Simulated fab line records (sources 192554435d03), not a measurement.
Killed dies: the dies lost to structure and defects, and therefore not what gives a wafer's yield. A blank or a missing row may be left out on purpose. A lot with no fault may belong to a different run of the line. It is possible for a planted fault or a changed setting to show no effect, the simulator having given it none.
fab line records	flow n5_finfet
record lots=8	wafers=22	last_day=17
route steps=1938 shown SD_EPI_P@308 BEOL_M4@1111 PASSIVATION@1936
lots that met no fault: taken from a fault-free run of the same line
start_h: the number of hours between the record's first day and the start of the first shown wafer of the lot	wait_h: time in hours since the lot's previous step	" same as the row above	L1.1+2: one row covering several wafers at once	- no value, or no start given	* or withheld: withheld	< > ~ a bound
route shown NAME@n: a module of which the file shows steps, and the number in the route of the first	usual: mean/standard deviation taken from wafers without a fault	same: alike in all rows	chamber/n: place in a boat	sites: each site's reading	_std_site: how widely they spread, as a standard deviation	_edge_site: inner sites' mean taken away from outer sites' mean	radius_mm: for every site, how far away it sits from the centre of the wafer	mask NAME#n: copy n	behind: the most recent tool/chamber to have shaped the wafer	hold: the reason the lot was held/the length of the hold in hours/how it ended	device: names the non-switching transistor (n, p or np)	end of line: the route-end tests of the same wafers	where a step has no rows: the recipe by itself	killed: dies that structure and defects cost at the first sort, which is not the same as the wafer's yield	map: per-die view of a wafer (x killed, . not killed, _ where there is no die)
set.NAME: the setting the step ran with; set.NAME@STEP: the setting that earlier step ran with	model.NAME: the simulator's own value behind a step, which no gauge read
route steps across a sampled set of lots; one table per step, one row per wafer
services: from which hour (start_h, from the record's first day; less than 0 if before it) a tool's chamber was out of use, for how many hours, and why
## steps
# step N5_SD_EPI_P_ETCH_37
# recipe chemistry=N2/H2	target=SOC	overetch_a=1080	mask_material=SiARC	temp_c=40	ion_energy_ev=100	source_w=3000	bias_w=133	pressure_mtorr=20	time_s=486	n2_flow_sccm=200	h2_flow_sccm=200	ends=end_point
# usual chamber_pressure_mTorr=20.001/0.018	drypump_motor_current_A=5.7/0.46	n2_flow_sccm=200.0/0.57	oes_product_au=0.72/0.08	rf_vpp_V=240.8/1.2	showerhead_plenum_p_Torr=2.55/0.066	temp_c=40.01/0.11	throttle_valve_pct=24.0/0.32
lot.wafer	tool	chamber	start_h	wait_h	chamber_pressure_mTorr	drypump_motor_current_A	n2_flow_sccm	oes_product_au	rf_hours_counter_h	rf_vpp_V	showerhead_plenum_p_Torr	temp_c	throttle_valve_pct
L590.1	rie_diel-05	1	84.10	0.0	20.025	5.8	200.6	0.81	14	238.8	2.48	39.98	23.4
L590.3	"	0	"	"	20.000	5.0	200.1	0.74	99	240.5	2.57	39.84	24.3
L590.5	"	1	"	"	20.006	5.8	200.9	0.82	-	240.3	2.48	40.00	23.4
L591.1	rie_diel-04	2	88.54	0.0	20.020	5.3	199.9	0.63	229	242.3	2.62	39.92	23.9
L591.4	"	3	"	"	20.005	5.4	200.5	0.89	1	243.2	2.60	39.93	23.7
L592.1	rie_diel-04	3	95.84	0.0	19.989	5.4	199.2	0.87	3	240.8	2.60	40.09	23.7
L592.2	"	2	"	"	20.018	5.2	200.4	0.62	231	242.6	2.62	39.85	23.9
L592.4	"	1	"	"	20.008	6.4	200.3	0.83	15	243.2	2.57	39.91	23.7
L598.2	rie_diel-04	1	131.18	0.0	20.008	6.4	200.4	0.81	26	241.8	2.57	40.07	23.7
L598.3	"	0	"	"	19.997	5.4	201.2	0.71	111	239.9	2.46	39.89	24.2
L598.5	"	2	"	"	19.992	5.3	199.4	0.61	-	241.4	2.62	40.02	23.9
L600.4	rie_diel-02	3	140.29	0.2	19.988	5.7	200.0	0.62	-	239.4	2.52	40.25	24.5
L600.6	"	0	"	"	20.006	6.1	200.7	0.62	-	240.5	2.60	40.13	23.9
L602.3	rie_diel-04	2	155.97	0.0	20.008	5.3	199.5	0.61	249	242.5	2.61	39.89	23.9
L602.4	"	3	"	"	20.015	5.4	199.4	0.81	21	239.9	2.59	39.97	23.7
L602.5	"	2	"	"	20.012	5.3	200.2	0.61	-	240.1	2.61	40.04	23.9
L606.2	rie_diel-04	0	174.96	0.0	19.993	5.4	200.0	0.70	127	240.5	2.46	39.92	24.2
L606.4	"	1	"	"	19.982	6.4	200.0	0.78	-	241.7	2.56	39.96	23.7
L606.5	"	0	"	"	19.998	5.4	199.3	0.70	-	239.3	2.46	39.81	24.2
L607.1	rie_diel-04	1	180.35	0.0	19.982	6.5	200.1	0.79	43	240.8	2.56	39.87	23.7
L607.2	"	0	"	"	20.012	5.4	199.5	0.69	128	238.7	2.45	39.95	24.2
L607.3	"	3	"	"	19.995	5.4	200.0	0.80	30	241.9	2.59	40.03	23.7
# step N5_SD_EPI_P_ETCHBACK_46
# recipe chemistry=CH3F/O2	mode=anisotropic_etchback	target=SiNx	target_depth_a=175	stop_on=SiO2	over_etch_frac=0.3	ion_energy_ev=120	pressure_mtorr=30	source_w=395	bias_w=73	Ar_flow_sccm=150	CH3F_flow_sccm=30	O2_flow_sccm=20
# usual chamber_pressure_mTorr=30.005/0.024	drypump_motor_current_A=5.7/0.46	oes_ar_750_au=0.81/0.09	oes_product_au=0.69/0.076	rf_vpp_V=296/5.4	showerhead_plenum_p_Torr=2.01/0.058	throttle_valve_pct=16.41/0.24
lot.wafer	tool	chamber	start_h	wait_h	chamber_pressure_mTorr	drypump_motor_current_A	oes_ar_750_au	oes_product_au	rf_hours_counter_h	rf_vpp_V	showerhead_plenum_p_Torr	throttle_valve_pct
L590.1	rie_diel-05	1	84.42	0.0	30.065	5.9	0.91	0.78	14	300	1.97	16.12
L590.3	"	0	"	"	29.981	4.9	0.83	0.70	99	287	2.02	16.70
L590.5	"	1	"	"	30.028	5.9	0.91	0.78	-	297	1.97	16.11
L591.1	rie_diel-04	2	88.86	0.0	30.006	5.3	0.70	0.60	229	300	2.06	16.42
L591.4	"	3	"	"	30.036	5.4	0.98	0.83	1	300	2.05	16.03
L592.1	rie_diel-04	3	96.17	0.0	29.945	5.4	0.96	0.83	3	301	2.05	16.05
L592.2	"	2	"	"	29.965	5.2	0.70	0.60	231	301	2.06	16.42
L592.4	"	1	"	"	30.003	6.4	0.92	0.80	15	298	2.03	16.28
L598.2	rie_diel-04	1	131.50	0.0	30.008	6.4	0.91	0.77	26	298	2.03	16.28
L598.3	"	0	"	"	29.979	5.4	0.81	0.67	111	290	1.93	16.26
L598.5	"	2	"	"	29.957	5.2	0.69	0.59	-	302	2.06	16.42
L600.4	rie_diel-02	3	140.51	0.1	30.005	5.7	0.68	0.59	-	302	1.96	16.68
L600.6	"	0	"	"	30.009	6.1	0.69	0.59	-	301	2.06	16.73
L602.3	rie_diel-04	2	156.29	0.0	30.036	5.2	0.69	0.59	250	301	2.05	16.44
L602.4	"	3	"	"	30.045	5.4	0.91	0.78	21	299	2.04	16.08
L602.5	"	2	"	"	30.000	5.3	0.69	0.59	-	301	2.05	16.45
L606.2	rie_diel-04	0	175.29	0.0	29.996	5.4	0.80	0.66	127	291	1.93	16.30
L606.4	"	1	"	"	29.996	6.4	0.88	0.74	-	298	2.02	16.32
L606.5	"	0	"	"	30.000	5.4	0.80	0.66	-	291	1.93	16.30
L607.1	rie_diel-04	1	180.67	0.0	30.024	6.4	0.87	0.75	43	297	2.02	16.32
L607.2	"	0	"	"	29.993	5.4	0.79	0.67	128	290	1.93	16.30
L607.3	"	3	"	"	29.946	5.4	0.90	0.76	30	299	2.04	16.09
# step N5_SD_EPI_P_SD_RECESS_17
# recipe chemistry=HBr/Cl2/O2	target_depth_a=391	bt_time_s=3	pressure_mtorr=10	icp_w=800	bias_w=112	HBr_flow_sccm=150	Cl2_flow_sccm=80	O2_flow_sccm=12
# usual chamber_pressure_mTorr=9.999/0.01	drypump_motor_current_A=5.7/0.44	he_backside_leak_sccm=2.79/0.28	oes_product_au=1.013/0.015	throttle_valve_pct=37.0/0.33
lot.wafer	tool	chamber	start_h	wait_h	chamber_pressure_mTorr	drypump_motor_current_A	he_backside_leak_sccm	oes_product_au	rf_hours_counter_h	throttle_valve_pct
L590.1	rie_si-05	2	84.69	0.0	9.997	6.0	3.23	0.994	77	37.1
L590.3	"	0	"	"	10.012	6.4	2.48	1.020	156	37.3
L590.5	"	2	"	"	9.988	6.0	3.11	0.993	-	37.1
L591.1	rie_si-05	0	89.13	0.0	9.995	6.4	2.46	1.028	156	37.3
L591.4	"	1	"	"	9.995	6.0	2.78	1.012	135	37.2
L592.1	rie_si-06	3	96.44	0.0	10.003	5.3	2.58	0.976	5	36.8
L592.2	"	2	"	"	10.005	5.0	2.22	1.022	58	37.3
L592.4	"	1	"	"	10.000	5.5	2.88	1.018	136	36.8
L598.2	rie_si-05	1	131.77	0.0	10.008	6.0	2.87	0.966	136	37.2
L598.3	"	2	"	"	9.995	6.0	3.29	0.999	78	37.1
L598.5	"	3	"	"	9.996	5.5	2.66	1.040	-	36.8
L600.4	rie_si-05	2	140.77	0.1	9.991	6.0	3.06	0.955	-	37.1
L600.6	"	3	"	"	10.001	5.4	2.39	1.046	-	36.8
L602.3	rie_si-04	1	156.56	0.0	10.004	5.2	2.93	1.004	165	36.5
L602.4	"	0	"	"	9.986	6.5	2.77	1.034	74	36.5
L602.5	"	3	"	"	10.005	5.8	2.90	1.022	-	37.7
L606.2	rie_si-04	0	175.56	0.0	10.001	6.5	2.63	1.022	74	36.5
L606.4	"	1	"	"	10.002	5.2	3.19	0.991	165	36.6
L606.5	"	1	"	"	10.026	5.2	3.09	1.006	-	36.5
L607.1	rie_si-04	2	180.94	0.0	9.997	5.6	2.46	1.013	39	36.7
L607.2	"	0	"	"	10.015	6.5	2.67	1.022	74	36.5
L607.3	"	1	"	"	9.990	5.2	2.92	1.005	165	36.5
# step N5_SD_EPI_P_STRIP_40
# recipe chemistry=N2/H2	power_w=1000	temp_c=250	h2_frac=0.65	overash_fraction=0.3	pressure_mtorr=withheld	n2_flow_sccm=1750	h2_flow_sccm=3250
# usual drypump_motor_current_A=5.16/0.26	heater_power_w=321/36	n2_flow_sccm=1750/5.1	oes_product_au=0.762/0.01	temp_c=250.01/0.21
lot.wafer	tool	chamber	start_h	wait_h	drypump_motor_current_A	heater_power_w	n2_flow_sccm	oes_product_au	rf_hours_counter_h	temp_c
L590.1	plasma_asher-01	1	84.84	0.0	4.99	301	1747	0.753	40	250.04
L590.3	"	0	"	"	5.56	366	1736	0.762	-	250.07
L590.5	"	1	"	"	4.99	295	1752	0.785	-	250.35
L591.1	plasma_asher-02	0	89.28	0.0	5.30	350	1745	0.763	85	249.99
L591.4	"	1	"	"	4.84	283	1749	0.755	-	250.22
L592.1	plasma_asher-02	1	96.59	0.0	4.86	271	1743	0.760	87	250.28
L592.2	"	0	"	"	5.27	351	1747	0.781	87	249.70
L592.4	"	1	"	"	4.88	276	1751	0.757	-	249.61
L598.2	plasma_asher-02	0	131.92	0.0	5.25	353	1751	0.769	93	249.98
L598.3	"	0	"	"	5.26	362	1750	0.769	-	249.77
L598.5	"	1	"	"	4.87	279	1753	0.745	-	250.09
L600.4	plasma_asher-01	1	140.91	0.0	5.00	298	1746	0.761	-	250.03
L600.6	"	1	"	"	4.98	307	1753	0.765	-	249.91
L602.3	plasma_asher-02	1	156.73	0.0	4.88	286	1752	0.773	-	250.26
L602.4	"	0	"	"	5.34	344	1746	0.756	-	249.91
L602.5	"	1	"	"	4.88	284	1755	0.777	-	249.95
L606.2	plasma_asher-02	1	175.70	0.0	4.85	277	1751	0.741	102	249.84
L606.4	"	1	"	"	4.87	278	1763	0.761	-	250.24
L606.5	"	0	"	"	5.32	359	1743	0.761	-	250.08
L607.1	plasma_asher-01	0	181.09	0.0	5.66	359	1746	0.767	60	250.26
L607.2	"	1	"	"	5.01	300	1748	0.778	60	250.01
L607.3	"	0	"	"	5.54	367	1755	0.773	-	250.38
# step N5_BEOL_M4_RC_MEAS_101
# usual CJ_P=5.77/0.18	DIBL_N=37.2/1.8	DIBL_P=37.5/2.5	IOFF_N=0.17/0.038	IOFF_P=0.24/0.046	ION_N=681/13	ION_P=469/8.5	SS_N=71.7/0.6	SS_P=73.6/0.69	VT_N=249/3.4	VT_P=-248/3.6
lot.wafer	tool	chamber	start_h	wait_h	CJ_P	DIBL_N[mV/V]	DIBL_P[mV/V]	IOFF_N[nA/um]	IOFF_P[nA/um]	ION_N[uA/um]	ION_P[uA/um]	SS_N[mV/dec]	SS_P[mV/dec]	VT_N[mV]	VT_P[mV]
L590.1	prober-02	0	189.52	0.0	5.56	36.7	36.6	0.16	0.24	676	470	72.1	73.6	251	-246
L590.3	"	0	"	"	5.74	37.9	37.4	0.17	0.26	683	478	71.4	73.4	247	-243
L590.5	"	0	"	"	5.73	40.3	40.6	0.22	0.33	685	479	73.2	75.0	244	-242
L591.1	prober-01	0	205.61	0.0	5.65	40.1	41.0	0.24	0.39	707	491	72.4	75.2	242	-239
L591.4	"	0	"	"	5.69	33.7	32.9	0.11	0.21	665	469	70.6	73.3	255	-247
L592.1	prober-01	0	208.66	0.0	5.70	39.1	38.5	0.22	0.26	691	472	72.0	73.5	243	-247
L592.2	"	0	"	"	5.74	37.0	35.3	0.15	0.20	679	460	71.6	73.3	249	-252
L592.4	"	0	"	"	5.65	39.6	40.7	0.25	0.31	717	486	71.7	74.1	241	-246
L598.2	prober-02	0	238.47	0.5	4.52	39.4	38.8	0.22	0.21	695	438	72.3	73.9	248	-252
L598.3	"	0	"	"	5.77	38.4	38.3	0.18	0.24	674	462	72.2	73.6	249	-249
L598.5	"	0	"	"	5.96	37.4	37.8	0.16	0.22	673	463	71.8	73.6	251	-248
L600.4	prober-01	0	254.78	0.5	4.80	37.5	34.9	0.17	0.17	666	440	72.2	73.4	249	-257
L600.6	"	0	"	"	6.10	36.6	36.5	0.15	0.23	664	459	72.2	74.0	253	-248
L602.3	prober-01	0	263.94	0.3	5.54	39.6	38.1	0.23	0.28	691	468	72.4	74.5	246	-244
L602.4	"	0	"	"	5.67	39.2	38.2	0.21	0.29	678	469	71.8	74.0	247	-242
L602.5	"	0	"	"	5.65	38.8	37.7	0.21	0.29	691	474	71.3	74.2	245	-243
L606.2	prober-01	0	291.34	0.2	5.69	36.4	38.0	0.17	0.22	691	475	71.8	73.3	250	-250
L606.4	"	0	"	"	5.48	36.6	38.8	0.17	0.24	678	468	71.1	73.9	249	-247
L606.5	"	0	"	"	5.35	33.9	35.6	0.13	0.19	674	468	70.4	72.5	254	-249
L607.1	prober-02	0	291.49	0.0	5.64	35.3	35.2	0.15	0.19	680	467	71.8	73.1	246	-249
L607.2	"	0	"	"	5.80	37.5	38.9	0.19	0.25	699	480	72.2	73.8	246	-248
L607.3	"	0	"	"	5.69	37.3	38.8	0.19	0.25	686	471	71.8	73.8	246	-247
# step N5_PASSIVATION_PROBE_49
# usual defect_limited_yield=91.2/1.4	killed_at_M0_to_M3=32/10	killed_at_M4_up=14/6.2	killed_at_contacts=12/6.3	killed_at_front_end=42/13	killed_at_other=4/3.4	killed_dies=104/17	killed_on_rim=14/3.8	killed_open=67/12	killed_short=34/8.1	sort_bin_4_leakage=0.02/0.13	sort_bin_5_function=5.2/0.93	sort_bin_6_memory=3.2/0.65	sort_bin_8_speed=0.00/0.017	sort_n_pass=1075/16	sort_yield_pct=91.1/1.4
# same gross_dies=1180	killed_at_back_side=0
lot.wafer	tool	chamber	start_h	wait_h	defect_limited_yield[%]	killed_at_M0_to_M3	killed_at_M4_up	killed_at_contacts	killed_at_front_end	killed_at_other	killed_dies	killed_on_rim	killed_open	killed_short	sort_bin_4_leakage[%]	sort_bin_5_function[%]	sort_bin_6_memory[%]	sort_bin_8_speed[%]	sort_n_pass	sort_yield_pct[%]
L590.1	prober-02	-	292.77	0.0	89.0	35	15	37	41	2	130	17	84	42	0	6.2	4.2	0	1050	89.0
L590.3	prober-02	-	292.87	0.1	89.8	59	17	18	22	4	120	17	74	45	0	6.2	3.6	0	1060	89.8
L590.5	prober-02	-	292.97	0.2	90.6	47	15	19	29	1	111	14	71	38	0	4.5	4.7	0	1069	90.6
L591.1	prober-01	-	309.16	0.0	91.4	29	11	8	51	2	101	11	65	34	0.08	4.9	3.4	0	1078	91.4
L591.4	prober-01	-	309.31	0.2	89.7	48	6	15	50	2	121	18	68	52	0	5.3	4.4	0	1059	89.7
L592.1	prober-02	-	313.08	0.0	91.4	29	11	13	47	1	101	14	69	27	0	4.8	3.1	0	1079	91.4
L592.2	prober-02	-	313.13	0.1	91.1	30	7	4	61	3	105	18	71	29	0	5.6	2.8	0	1075	91.1
L592.4	prober-02	-	313.23	0.2	89.4	44	12	9	57	3	125	17	82	35	0	5.8	3.8	0	1055	89.4
L598.2	prober-01	-	349.50	0.1	90.3	29	11	10	58	6	114	12	70	42	0	6.0	3.1	0.93	1055	89.4
L598.3	prober-01	-	349.55	0.1	87.7	31	17	12	75	10	145	14	88	44	0	6.7	4.6	0	1035	87.7
L598.5	prober-01	-	349.65	0.2	88.6	43	14	17	57	3	134	16	80	49	0	6.1	4.8	0	1046	88.6
L600.4	prober-01	-	350.49	0.2	90.3	39	21	12	41	2	115	16	77	36	0	5.3	4.0	0.25	1062	90.0
L600.6	prober-01	-	350.59	0.3	90.8	44	19	8	37	1	109	16	71	37	0	5.4	3.2	0	1071	90.8
L602.3	prober-02	-	372.11	0.1	90.8	19	10	16	61	2	108	14	71	37	0	5.1	3.6	0	1072	90.8
L602.4	prober-02	-	372.16	0.2	90.7	48	13	11	35	3	110	17	71	38	0	5.1	3.9	0	1070	90.7
L602.5	prober-02	-	372.21	0.2	91.0	31	18	14	33	10	106	12	77	27	0	4.6	4.0	0	1074	91.0
L606.2	prober-01	-	400.40	0.1	92.4	26	8	12	38	6	90	14	55	32	0	4.0	3.4	0	1090	92.4
L606.4	prober-01	-	400.50	0.2	92.2	21	9	8	53	1	92	13	44	36	0	4.2	2.9	0	1088	92.2
L606.5	prober-01	-	400.55	0.2	92.6	20	8	6	52	1	87	15	45	37	0	4.6	1.8	0	1093	92.6
L607.1	prober-02	-	400.41	0.0	88.8	51	14	1	56	10	132	18	92	38	0	6.5	4.1	0	1048	88.8
L607.2	prober-02	-	400.46	0.1	92.2	33	26	11	21	1	92	14	67	24	0	5.3	2.1	0	1088	92.2
L607.3	prober-02	-	400.51	0.1	91.3	36	25	8	34	0	103	15	78	25	0	5.0	3.6	0	1077	91.3
# killed by level:class
L590.1 MOL_CONTACT_COAG:geometric_particle:open=30 BEOL_M0_SAQP:geometric_particle:short=12 FIN_SAQP:geometric_particle:short=10 FIN_SAQP:geometric_particle:open=7 MOL_CONTACT_COAG:geometric_particle:short=7 BEOL_M0_SAQP:geometric_particle:open=6 BEOL_M3:geometric_particle:open=6 STI_FIN_REVEAL:geometric_particle:open=5
L590.3 BEOL_M0_SAQP:geometric_particle:short=20 BEOL_M0_SAQP:geometric_particle:open=16 MOL_CONTACT_COAG:geometric_particle:open=15 FIN_SAQP:geometric_particle:short=10 BEOL_M1:geometric_particle:open=7 BEOL_M3:geometric_particle:open=7 BEOL_M2:geometric_particle:open=5 BEOL_M4:geometric_particle:short=5
L590.5 BEOL_M0_SAQP:geometric_particle:open=18 MOL_CONTACT_COAG:geometric_particle:open=13 FIN_SAQP:geometric_particle:short=12 BEOL_M0_SAQP:geometric_particle:short=9 BEOL_M3:geometric_particle:open=8 BEOL_M4:geometric_particle:open=7 MOL_CONTACT_COAG:geometric_particle:short=6 BEOL_M2:geometric_particle:open=5
L591.1 FIN_SAQP:geometric_particle:open=17 BEOL_M0_SAQP:geometric_particle:short=9 FIN_SAQP:geometric_particle:short=6 DUMMY_GATE:geometric_particle:open=5 ILD0:geometric_particle:open=5 MOL_CONTACT_COAG:geometric_particle:open=5 BEOL_M0_SAQP:geometric_particle:open=5 BEOL_M1:geometric_particle:open=5
L591.4 BEOL_M0_SAQP:geometric_particle:short=17 MOL_CONTACT_COAG:geometric_particle:open=12 BEOL_M0_SAQP:geometric_particle:open=12 BEOL_M1:geometric_particle:open=11 FIN_SAQP:geometric_particle:open=9 FIN_SAQP:geometric_particle:short=8 GATE_CUT:geometric_particle:short=8 STI_FIN_REVEAL:geometric_particle:open=4
L592.1 FIN_SAQP:geometric_particle:open=13 BEOL_M2:geometric_particle:open=10 BEOL_M1:geometric_particle:open=9 MOL_CONTACT_COAG:geometric_particle:open=9 FIN_SAQP:geometric_particle:short=6 GATE_CUT:geometric_particle:short=6 STARTING-WAFER:geometric_particle:open=5 HKMG_FIN:area_etch=5
L592.2 STI_FIN_REVEAL:geometric_particle:open=12 FIN_SAQP:geometric_particle:open=11 GATE_CUT:geometric_particle:short=9 BEOL_M1:geometric_particle:open=6 STARTING-WAFER:geometric_particle:open=6 BEOL_M3:geometric_particle:open=5 BEOL_M0_SAQP:geometric_particle:open=5 BEOL_M0_SAQP:geometric_particle:short=5
L592.4 BEOL_M3:geometric_particle:open=16 FIN_SAQP:geometric_particle:open=11 STI_FIN_REVEAL:geometric_particle:open=10 BEOL_M0_SAQP:geometric_particle:open=7 HKMG_FIN:area_etch=7 DUMMY_GATE:geometric_particle:open=6 GATE_CUT:geometric_particle:short=6 MOL_CONTACT_COAG:geometric_particle:open=6
L598.2 FIN_SAQP:geometric_particle:open=23 FIN_SAQP:geometric_particle:short=11 MOL_CONTACT_COAG:geometric_particle:open=7 BEOL_M0_SAQP:geometric_particle:short=7 BEOL_M0_SAQP:geometric_particle:open=6 STI_FIN_REVEAL:geometric_particle:open=6 BEOL_M1:geometric_particle:open=5 ILD0:geometric_particle:open=4
L598.3 STI_FIN_REVEAL:geometric_particle:open=17 FIN_SAQP:geometric_particle:short=16 MOL_CONTACT_COAG:geometric_particle:open=11 FIN_SAQP:geometric_particle:open=9 BEOL_M3:geometric_particle:open=9 HKMG_FIN:area_etch=8 GATE_CUT:geometric_particle:short=6 BEOL_M0:geometric_particle:open=6
L598.5 STI_FIN_REVEAL:geometric_particle:open=11 FIN_SAQP:geometric_particle:open=10 MOL_CONTACT_COAG:geometric_particle:open=10 BEOL_M0_SAQP:geometric_particle:short=9 BEOL_M0_SAQP:geometric_particle:open=9 BEOL_M1:geometric_particle:open=9 BEOL_M4:geometric_particle:open=9 STI_FIN_REVEAL:geometric_particle:short=7
L600.4 BEOL_M1:geometric_particle:open=12 FIN_SAQP:geometric_particle:short=10 DUMMY_GATE:geometric_particle:open=7 MOL_CONTACT_COAG:geometric_particle:open=7 BEOL_M2:geometric_particle:open=7 BEOL_M0_SAQP:geometric_particle:open=6 FIN_SAQP:geometric_particle:open=5 MOL_CONTACT_COAG:geometric_particle:short=5
L600.6 BEOL_M1:geometric_particle:open=17 FIN_SAQP:geometric_particle:short=13 FIN_SAQP:geometric_particle:open=10 BEOL_M3:geometric_particle:open=8 BEOL_M4:geometric_particle:open=7 GATE_CUT:geometric_particle:short=6 MOL_CONTACT_COAG:geometric_particle:open=6 BEOL_M5:geometric_particle:open=5
L602.3 FIN_SAQP:geometric_particle:open=15 FIN_SAQP:geometric_particle:short=14 MOL_CONTACT_COAG:geometric_particle:open=13 STI_FIN_REVEAL:geometric_particle:open=8 BEOL_M3:geometric_particle:open=7 BEOL_M0_SAQP:geometric_particle:open=5 DUMMY_GATE:geometric_particle:open=5 BEOL_M5:geometric_particle:open=4
L602.4 BEOL_M0_SAQP:geometric_particle:short=11 BEOL_M3:geometric_particle:open=11 MOL_CONTACT_COAG:geometric_particle:open=9 FIN_SAQP:geometric_particle:open=8 STI_FIN_REVEAL:geometric_particle:open=6 BEOL_M0:geometric_particle:open=6 DUMMY_GATE:geometric_particle:open=4 BEOL_M0_SAQP:geometric_particle:open=4
L602.5 BEOL_M3:geometric_particle:open=14 MOL_CONTACT_COAG:geometric_particle:open=12 STI_FIN_REVEAL:geometric_particle:open=10 DUMMY_GATE:geometric_particle:open=8 BEOL_M4:geometric_particle:open=5 BEOL_M7:geometric_particle:open=5 BEOL_M0_SAQP:geometric_particle:open=4 FIN_SAQP:geometric_particle:open=3
L606.2 BEOL_M3:geometric_particle:open=11 FIN_SAQP:geometric_particle:short=9 FIN_SAQP:geometric_particle:open=8 MOL_CONTACT_COAG:geometric_particle:open=7 DUMMY_GATE:geometric_particle:open=5 BEOL_M1:geometric_particle:open=5 BEOL_M4:geometric_particle:open=5 GATE_CUT:geometric_particle:short=4
L607.1 STI_FIN_REVEAL:geometric_particle:open=22 BEOL_M0_SAQP:geometric_particle:open=15 BEOL_M0_SAQP:geometric_particle:short=14 FIN_SAQP:geometric_particle:open=10 BEOL_M4:geometric_particle:open=10 STI_FIN_REVEAL:geometric_particle:short=7 BEOL_M3:geometric_particle:open=7 FIN_SAQP:geometric_particle:short=4
L607.2 BEOL_M4:geometric_particle:open=13 MOL_CONTACT_COAG:geometric_particle:open=9 BEOL_M0_SAQP:geometric_particle:short=6 BEOL_M1:geometric_particle:open=6 BEOL_M2:geometric_particle:open=6 FIN_SAQP:geometric_particle:open=5 BEOL_M0_SAQP:geometric_particle:open=5 BEOL_M5:geometric_particle:open=4
L606.4 FIN_SAQP:geometric_particle:open=10 FIN_SAQP:geometric_particle:short=8 GATE_CUT:geometric_particle:short=7 ILD0:geometric_particle:short=6 BEOL_M3:geometric_particle:open=6 HKMG_FIN:area_etch=6 STI_FIN_REVEAL:geometric_particle:open=5 MOL_CONTACT_COAG:geometric_particle:open=5
L607.3 BEOL_M4:geometric_particle:open=16 STI_FIN_REVEAL:geometric_particle:open=11 FIN_SAQP:geometric_particle:open=8 MOL_CONTACT_COAG:geometric_particle:open=8 FIN_SAQP:geometric_particle:short=7 BEOL_M2:geometric_particle:open=6 BEOL_M0_SAQP:geometric_particle:open=6 BEOL_M3:geometric_particle:open=6
L606.5 FIN_SAQP:geometric_particle:short=13 FIN_SAQP:geometric_particle:open=10 DUMMY_GATE:geometric_particle:open=7 MOL_CONTACT_COAG:geometric_particle:open=5 FIN_CUT:geometric_particle:short=4 BEOL_M3:geometric_particle:open=4 BEOL_M0_SAQP:geometric_particle:short=4 BEOL_M2:geometric_particle:open=4
## services
tool	chamber	start_h	hours	kind
rie_diel-04	3	61.36	-	clean
rie_diel-04	3	61.36	-	consumable_replace:focus_ring
rie_diel-04	3	61.36	25.9	scheduled_down
rie_diel-04	3	61.36	25.9	vent_cycle
rie_diel-02	2	88.86	120.4	repair
rie_si-05	0	131.32	10.0	repair
rie_si-05	3	134.31	3.9	repair
rie_si-04	1	138.26	14.7	repair
rie_si-05	3	152.75	-	clean
rie_si-05	3	152.75	23.4	scheduled_down
rie_si-05	3	152.75	23.4	vent_cycle
rie_diel-04	2	157.48	-	clean
rie_diel-04	2	157.48	-	consumable_replace:focus_ring
rie_diel-04	2	157.48	18.5	scheduled_down
rie_diel-04	2	157.48	18.5	vent_cycle
## key
first_sign step=N5_SD_EPI_P_SD_RECESS_17	reading=oes_product_au	direction=down	sigmas=3.4	usual=1.013	struck=0.961
effect step=N5_BEOL_M4_RC_MEAS_101	reading=CJ_P	direction=down	sigmas=6.2	usual=5.77	struck=4.66
effect step=N5_BEOL_M4_RC_MEAS_101	reading=ION_P	direction=down	sigmas=3.4	usual=469	struck=439
effect step=N5_PASSIVATION_PROBE_49	reading=sort_bin_8_speed	direction=up	sigmas=7	usual=0.00	struck=0.59
met_at N5_SD_EPI_P_SD_RECESS_17
struck_lots L598,L600
struck_wafers L598.2,L600.4
not_acting_at N5_SD_EPI_P_ETCH_37,N5_SD_EPI_P_ETCHBACK_46,N5_SD_EPI_P_STRIP_40
onset_between 89.13 131.77
fault kind=process_parameter_drift	tool=rie_si-05	chamber=-	onset_h=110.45	steps=N5_SD_EPI_P_SD_RECESS_17	channel=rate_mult	offset=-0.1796	shape=step	end_h=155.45	scope=struck_wafers_only
